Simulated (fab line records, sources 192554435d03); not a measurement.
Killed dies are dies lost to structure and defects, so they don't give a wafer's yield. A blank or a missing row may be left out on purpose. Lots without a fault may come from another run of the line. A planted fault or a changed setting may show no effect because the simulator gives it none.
Chamber matching | flow n5_finfet | N5_BEOL_M4_STRIP_66 on rie_diel-05: 4 sister chambers
The step strips in CF4. 14 wafers are shown with their chamber, then 7 later ones without.

WAFERS WITH THEIR CHAMBER
wafer  | chamber | throttle_valve_pct (%) | drypump_motor_current_A (A) | oes_product_au (a.u.)
L074.2 | 1       | 13.96                  | 5.1                         | 0.69
L074.3 | 2       | 13.20                  | 5.2                         | 0.93
L074.6 | 2       | 13.21                  | 5.2                         | 0.93
L076.2 | 2       | 13.20                  | 5.2                         | 0.93
L076.5 | 1       | 13.95                  | 5.1                         | 0.68
L076.6 | 0       | 13.54                  | 6.5                         | 0.74
L079.3 | 3       | 14.04                  | 5.6                         | 0.69
L079.4 | 0       | 13.57                  | 6.4                         | 0.74
L079.6 | 0       | 13.57                  | 6.4                         | 0.74
L080.3 | 3       | 14.04                  | 5.5                         | 0.69
L080.4 | 0       | 13.58                  | 6.4                         | 0.73
L080.5 | 3       | 14.03                  | 5.6                         | 0.68
L085.3 | 2       | 13.25                  | 5.2                         | 0.91
L085.4 | 0       | 13.60                  | 6.5                         | 0.72

SIGNATURES (means of the wafers above)
reading                 | chamber 0 | chamber 1 | chamber 2 | chamber 3 | scatter within a chamber
throttle_valve_pct      | 13.5720   | 13.9550   | 13.2150   | 14.0367   | 0.0192
drypump_motor_current_A | 6.440     | 5.100     | 5.200     | 5.567     | 0.0432
oes_product_au          | 0.7340    | 0.6850    | 0.9250    | 0.6867    | 0.00858
Rule: a wafer's distance from a chamber is the root of the sum, over the readings, of the square of ((its reading less the chamber's mean) divided by the reading's scatter). The wafer belongs to the nearest chamber; if the next one is less than 2 further off, it can't be placed. The scatter: the root of (the sum of the squares of (reading less its chamber's mean) over the shown wafers, divided by (wafers less chambers)).

WAFERS WITHOUT THEIR CHAMBER
wafer  | throttle_valve_pct (%) | drypump_motor_current_A (A) | oes_product_au (a.u.)
L085.5 | 13.43                  | 5.2                         | 0.94
L094.2 | 13.30                  | 5.2                         | 0.85
L094.3 | 13.48                  | 5.2                         | 0.86
L094.6 | 13.53                  | 5.5                         | 0.89
L096.1 | 13.69                  | 6.4                         | 0.69
L096.3 | 13.54                  | 5.5                         | 0.89
L096.5 | 13.51                  | 5.2                         | 0.86

WHICH CHAMBER EACH WENT THROUGH
wafer  | from the rows above | in truth
L085.5 | 2                   | 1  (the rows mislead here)
L094.2 | 2                   | 2
L094.3 | 2                   | 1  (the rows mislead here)
L094.6 | 2                   | 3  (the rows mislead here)
L096.1 | 0                   | 0
L096.3 | 2                   | 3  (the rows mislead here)
L096.5 | 2                   | 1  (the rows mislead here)
Placed correctly: 2 of 7. Can't be placed from these rows: 0. Placed wrongly: 5.
